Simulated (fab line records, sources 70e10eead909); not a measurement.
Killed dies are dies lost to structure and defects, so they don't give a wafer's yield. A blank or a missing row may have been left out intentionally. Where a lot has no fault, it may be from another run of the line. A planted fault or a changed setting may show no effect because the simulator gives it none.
8D (eight disciplines) problem report, filled in by code ; flow nand_harc ; the parts of the form that need people (team, actions taken, sign-off) are left out

1. THE PROBLEM
At NHARC_A_ONON_D1_THK_MEAS_08, thk_nm averages 508 nm over 9 wafers from 3 lots, while fault-free wafers read 1002 nm, standard deviation 8.3. That puts it -60 standard deviations away from the usual mean.
The step: measures by ellipsometry.
First observed at day 11 20:07: wafer L912.1, on film_metro-02. The record has a number at this step for 39 wafers belonging to 13 lots. Rule for "out" (also "out of limits"): further than 4 standard deviations from the usual mean. Any other wafer with a number is counted as sound.

2. WHAT IT IS, AND WHAT IT ISN'T
question;is;is not
which readings at this step;thk_nm;-
which lots;L911, L912, L916;L896, L897, L899, L901, L902, L906, L907, L908, L915, L917
which wafers of those lots;all that have a number;-
read on which gauges;film_metro-01, film_metro-02;-
when;from day 11 20:07;"up to then (24 sound wafers); but 6 sound wafers of L915, L917 came after"

3. THE SUSPECTS, EACH WITH WHAT RULES IT OUT
Counting: a tool at any process step up to the reading remains a suspect when it ran all the lots that are out and ran no sound lot after the first of those.
- the gauge at NHARC_A_ONON_D1_THK_MEAS_08 has been ruled out. 2 gauges (film_metro-01, film_metro-02) read the wafers that are out.
- pecvd_onon-01 at NHARC_A_ONON_D1_DEP_06 (target thk 1000 nm): kept. It processed each lot that is out, first L912 at day 11 19:36, and no sound lot thereafter; up to then, the last sound lot it processed was L908 at day 11 03:24.
Left after counting: pecvd_onon-01 at NHARC_A_ONON_D1_DEP_06.

4. THE CAUSE (what the simulator had put in)
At NHARC_A_ONON_D1_DEP_06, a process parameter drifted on pecvd_onon-01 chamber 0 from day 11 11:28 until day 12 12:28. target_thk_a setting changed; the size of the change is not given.
After counting, this tool was the only one left.

5. THE CHAIN OF EFFECTS, in route order
Each row: a reading where the mean over the struck wafers with a number is more than 3 standard deviations away from the usual. Scope: only readings with a usual standard deviation given in the record; hours: median across lots of the time from each lot's start at the first step in this table that gives one to its start at this step; sigmas: change in usual standard deviations.
hours;step;reading;usual;on struck wafers;change;sigmas
0;NHARC_A_ONON_D1_THK_MEAS_08;thk_nm;1002 nm;508;-494;-60
300;NHARC_END_SORT_01;killed_at_array;30;674;+644;+64
300;NHARC_END_SORT_01;killed_dies;34;677;+643;+58

6. HOW IT WOULD HAVE BEEN CAUGHT EARLIER
The first out-of-limits reading at a measuring or inspecting step in this record came at day 11 20:07, 9 hours after the fault's start at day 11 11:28.
L916, from the lots that are out (3), started NHARC_A_ONON_D1_DEP_06 on pecvd_onon-01 later than day 11 20:07. Putting the tool on hold at that point would have spared it.
